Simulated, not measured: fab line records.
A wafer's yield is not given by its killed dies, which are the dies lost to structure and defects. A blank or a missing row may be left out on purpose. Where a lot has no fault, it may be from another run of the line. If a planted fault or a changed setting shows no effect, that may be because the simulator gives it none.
The same fault as seen by 2 desks    flow n5 finfet    each desk has only its own numbers; what lay behind them comes last

== THE METROLOGY DESK ==
What the gauges read, lot by lot, whatever tool the lot ran on: means of the sampled wafers that have a number. If a lot's mean is further than 4 standard deviations from the usual mean, the lot is out of limits and carries the mark OUT (the distance appears in the brackets). Shown here are 7 of its 11 readings, the ones lying furthest out on some lot.
Columns: A = CJ_P at N5_BEOL_M4_RC_MEAS_101, usual 5.79; B = DIBL_P at N5_BEOL_M4_RC_MEAS_101, usual 36.2 mV/V; C = IOFF_P at N5_BEOL_M4_RC_MEAS_101, usual 0.21 nA/um; D = ION_N at N5_BEOL_M4_RC_MEAS_101, usual 675 uA/um; E = ION_P at N5_BEOL_M4_RC_MEAS_101, usual 463 uA/um; F = VT_N at N5_BEOL_M4_RC_MEAS_101, usual 250 mV; G = VT_P at N5_BEOL_M4_RC_MEAS_101, usual -251 mV
lot   first seen here  A     B     C     D    E    F    G
L867  day 8 20:47      5.82  36.0  0.18  665  455  251  -253
L868  day 9 01:07      5.90  37.4  0.21  673  462  249  -251
L870  day 9 23:21      5.75  31.9  0.14  656  450  252  -257
L874  day 10 11:44     5.78  34.5  0.20  670  464  251  -250
L875  day 10 18:38     5.73  37.3  0.22  687  463  248  -252
L881  day 12 05:36     5.42  37.6  0.25  690  470  247  -246
L882  day 12 15:52     5.42  34.6  0.18  662  460  255  -252
L887  day 13 23:46     5.81  37.0  0.24  685  467  247  -248
L883  day 14 00:33     5.46  37.6  0.27  683  471  249  -247
L888  day 14 05:08     5.84  34.3  0.19  669  457  252  -253
This desk found nothing out of limits on any of the 10 lots.

== FOR THE TOOL OWNER'S DESK: implanter-02 ==
N5_WELL_APT_IMPLANT_15, tool's own readings: per-lot mean of the sampled wafers with a number, covering each lot this tool ran. If a lot's mean is further than 4 standard deviations from the usual mean, the lot is out of limits and carries the mark OUT (the distance appears in the brackets).
Columns: A = dose ions cm2 at N5_WELL_APT_IMPLANT_15, usual 1.4999e+13; B = faraday current uA at N5_WELL_APT_IMPLANT_15, usual 190
lot   first seen here  A                             B
L868  day 2 07:55      1.4995e+13                    189
L870  day 2 20:14      1.5015e+13                    193
L874  day 3 20:07      1.4981e+13                    192
L875  day 4 02:29      1.4989e+13                    191
L881  day 5 14:37      1.3007e+13 (-99 or more) OUT  166 (-6.9) OUT
L882  day 5 20:23      1.3009e+13 (-99 or more) OUT  166 (-6.9) OUT
L883  day 6 03:19      1.2985e+13 (-99 or more) OUT  163 (-7.8) OUT
This desk finds L881, L882, L883 out of limits, L881 being first, at day 5 14:37 (dose ions cm2 at N5_WELL_APT_IMPLANT_15). L868, L870, L874, L875: within limits.

== TAKEN TOGETHER ==
The tool owner's desk could have raised an alarm at day 5 14:37, on L881, L882, L883.
The metrology desk saw nothing out of limits.
The metrology desk holds a record of L881, L882, L883, inside its limits.
N5_WELL_APT_IMPLANT_15 was run on implanter-02 by each of the lots named.

== WHAT THE SIMULATOR PUT IN ==
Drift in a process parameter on implanter-02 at N5_WELL_APT_IMPLANT_15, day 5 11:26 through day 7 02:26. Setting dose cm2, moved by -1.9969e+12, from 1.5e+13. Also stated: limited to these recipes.
Lots struck among those shown: L881, L882, L883.
Each desk's first reading out of limits, in hours after the fault started: the tool owner's desk, 3.
